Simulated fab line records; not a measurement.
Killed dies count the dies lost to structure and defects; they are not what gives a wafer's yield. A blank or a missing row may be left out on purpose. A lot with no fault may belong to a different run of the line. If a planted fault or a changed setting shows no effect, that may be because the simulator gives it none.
Matching of chambers / flow n5-finfet / N5_BEOL_M4_PRE_CLEAN_60 on cvd-co-01: 3 sister chambers
The step time 15 s. 3 wafers are shown with their chamber, then 8 later ones without.

== WAFERS PAIRED WITH THEIR CHAMBERS ==
wafer=L103.4; chamber=1; heater-power-w (W)=72
wafer=L112.5; chamber=2; heater-power-w (W)=99
wafer=L115.2; chamber=0; heater-power-w (W)=43

== WAFERS MISSING THEIR CHAMBER ==
wafer=L115.4; heater-power-w (W)=43
wafer=L115.5; heater-power-w (W)=100
wafer=L117.1; heater-power-w (W)=73
wafer=L117.2; heater-power-w (W)=43
wafer=L117.3; heater-power-w (W)=102
wafer=L116.1; heater-power-w (W)=99
wafer=L116.4; heater-power-w (W)=72
wafer=L116.5; heater-power-w (W)=98

== WHICH CHAMBER EACH WENT THROUGH ==
wafer=L115.4; from the rows above=0; in truth=0
wafer=L115.5; from the rows above=2; in truth=2
wafer=L117.1; from the rows above=1; in truth=1
wafer=L117.2; from the rows above=0; in truth=0
wafer=L117.3; from the rows above=2; in truth=2
wafer=L116.1; from the rows above=2; in truth=2
wafer=L116.4; from the rows above=1; in truth=1
wafer=L116.5; from the rows above=2; in truth=2
Placed correctly: 8 of 8. Can't be placed from these rows: 0. 0 placed wrongly.
How it was worked out, from the rows above alone: a wafer's distance from a chamber is the root of the sum, over the readings, of the square of ((its reading less the chamber's mean) divided by the reading's scatter). If the next closest chamber is less than 2 further off than the closest, the wafer can't be placed; otherwise it belongs to the closest. A chamber's mean is the mean of its shown wafers. The scatter (one wafer shown for each chamber): square how far every hidden wafer sits from the nearest shown wafer, average those squares and take the square root.
